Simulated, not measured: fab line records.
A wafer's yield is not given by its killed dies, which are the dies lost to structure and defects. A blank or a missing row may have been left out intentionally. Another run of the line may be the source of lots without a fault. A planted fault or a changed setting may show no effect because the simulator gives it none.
Chamber matching    flow n5_finfet    ald_hk-01 running N5_MIM_TOP_ALD_00: 4 sister chambers
The step deposits Al2O3, purge time 3 s, co reactant pulse time 3 s. 4 wafers are shown with their chamber, then 10 later ones without.

## WAFERS WITH THEIR CHAMBER
wafer   chamber  precursor_pulse_height_rel
L088.5  0        0.993
L088.6  1        1.010
L094.1  2        1.007
L094.5  3        1.009

## WAFERS WHOSE CHAMBER IS MISSING
wafer   precursor_pulse_height_rel
L094.6  1.018
L097.3  0.993
L097.5  1.007
L097.6  0.989
L096.3  0.982
L096.4  0.970
L096.5  0.998
L095.1  1.010
L095.5  1.005
L095.6  0.968

## THE CHAMBER EACH PASSED THROUGH
wafer   from the rows above                in truth
L094.6  can't be placed: 1 or 3 or 2 or 0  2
L097.3  can't be placed: 0 or 2 or 3 or 1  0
L097.5  can't be placed: 2 or 3 or 1 or 0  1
L097.6  can't be placed: 0 or 2 or 3 or 1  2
L096.3  can't be placed: 0 or 2 or 3 or 1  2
L096.4  can't be placed: 0 or 2 or 3 or 1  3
L096.5  can't be placed: 0 or 2 or 3 or 1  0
L095.1  can't be placed: 1 or 3 or 2 or 0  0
L095.5  can't be placed: 2 or 3 or 1 or 0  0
L095.6  can't be placed: 0 or 2 or 3 or 1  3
Correct placement for 0 of the 10. Unplaceable from these rows: 10, with the true chamber sitting among the candidates in 10. 0 placed wrongly.
How it was worked out, from the rows above alone: a wafer's distance from a chamber is the root of the sum, over the readings, of the square of ((its reading less the chamber's mean) divided by the reading's scatter). If the next closest chamber is less than 2 further off than the closest, the wafer can't be placed; otherwise it belongs to the closest. Each chamber's mean is taken over the wafers shown for it. The scatter: root of mean squared gap, hidden wafer to nearest shown wafer, with one shown wafer a chamber.
